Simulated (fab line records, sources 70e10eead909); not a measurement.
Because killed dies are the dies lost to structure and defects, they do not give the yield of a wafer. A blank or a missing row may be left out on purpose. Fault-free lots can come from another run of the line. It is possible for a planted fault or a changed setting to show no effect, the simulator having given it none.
Struck lot and sound lot, side by side | flow nand-harc | 15 steps out of a route of 1159
Sound: these wafers, L758.2, L758.5, L758.6. The struck wafers were L770.1, L770.3, L770.6. The cause is given at the end.
At each step with rows: each side's tool, then ch and its chambers, then its first start. Under that, the readings that differ: sound wafers | struck wafers | difference of the means | sigmas: that difference in standard deviations of wafers without a fault.
alike: same words and numbers on both sides, and readings whose means sit less than 2 such deviations apart. not compared: any withheld reading, any reading some wafer has no value for, any bound like >300 that may hide the same value, and any number with overlapping values for which the record gives no deviation.
Wherever a step has rows on one side only, a row that says differs or no value, or a row with sigmas, the two part there. Non-overlapping numbers with no deviation appear without sigmas and do not part them. A reading missing from all wafers of one side parts the sides only when that side holds two or more wafers.

NHARC_P_GATE_INSPECT_28:
  sound on defect-inspect-02 at day 5 04:14; struck on defect-inspect-02 at day 8 00:14
  alike: raw-defect-count
then, 1 step without rows for these wafers: NHARC_P_GATE_DESCUM_31 (chemistry O2, time 3 s).
NHARC_P_GATE_ETCH_104: etches the open film in CF4/CHF3, target depth 60 nm.
  sound on rie-diel-01 ch 2,3, day 5 04:28; struck on rie-diel-07 ch 0,1,2, day 8 00:27
  alike: drypump-motor-current-A, mfc-ar-sccm, oes-product-au, rf-vpp-V, showerhead-plenum-p-Torr, throttle-valve-pct
NHARC_P_GATE_HM_OPEN_105: chemistry O2/COS, target depth 360 nm.
  sound on rie-diel-01 ch 0,1; struck on rie-diel-07 ch 0,1,2
  alike: cos-flow-sccm, drypump-motor-current-A, mfc-ar-sccm, oes-product-au, rf-vpp-V, showerhead-plenum-p-Torr, throttle-valve-pct
  not compared: rf-hours-counter-h
then, 1 step without rows for these wafers: NHARC_P_GATE_STRIP_106 (strips in O2/COS).
NHARC_P_GATE_ETCH_114: etches the open film in CF4/O2, target depth 30 nm, overetch 3 nm, time 16.5 s.
  sound on rie-diel-01 ch 0,1,2; struck on rie-diel-07 ch 1,2
  alike: drypump-motor-current-A, mfc-ar-sccm, oes-product-au, rf-vpp-V, showerhead-plenum-p-Torr, throttle-valve-pct
  not compared: rf-hours-counter-h
NHARC_P_GATE_ETCH_32: etches the open film in HBr/Cl2, target depth 150 nm, time 100.1 s.
  sound on rie-si-01 ch 0,1,2, day 5 04:53; struck on rie-si-03 ch 2,3, day 8 00:49
  alike: drypump-motor-current-A, mfc-cl2-sccm, oes-product-au, throttle-valve-pct
  not compared: rf-hours-counter-h
then, 1 step without rows for these wafers: NHARC_P_GATE_STRIP_108 (strips in O2).
NHARC_P_GATE_CD_MEAS_33:
  sound on cd-sem-03 at day 5 05:14; struck on cd-sem-03 at day 8 01:10
  alike: cd-nm
then, 3 steps without rows for these wafers: NHARC_P_GATE_STRIP_35 (strips in SPM, time 600 s); NHARC_P_GATE_PRECLEAN_73 (cleans in SC1); NHARC_P_GATE_SRD_74.
NHARC_P_GATE_ALD_36: deposits SiNx, target thk 20 nm, pulse time 60 s, ald cycles 223.
  sound on ald-sin-02 ch 0,1, day 5 08:30; struck on ald-sin-01 ch 0,1,2, day 8 01:38
  reading    | sound       | struck      | difference | sigmas
  ald-cycles | 223 223 223 | 251 251 251 | +28        |
  alike: heater-power-outer-w, heater-power-w, precursor-pulse-height-rel
NHARC_P_GATE_ETCHBACK_37: etches the open film in CHF3/O2, target depth 34.5 nm, time 17.2 s.
  sound on rie-diel-07 ch 0,1; struck on rie-diel-07 ch 0,1,2
  alike: drypump-motor-current-A, mfc-ar-sccm, oes-product-au, rf-vpp-V, showerhead-plenum-p-Torr, throttle-valve-pct
  not compared: rf-hours-counter-h
NHARC_END_SORT_01:
  the record has rows for the sound wafers here (prober-01 ch 0, day 20 07:04) and none for the struck ones

WHERE THEY PART
Only at NHARC_END_SORT_01, within this record.

WHY: what had been put in by the simulator
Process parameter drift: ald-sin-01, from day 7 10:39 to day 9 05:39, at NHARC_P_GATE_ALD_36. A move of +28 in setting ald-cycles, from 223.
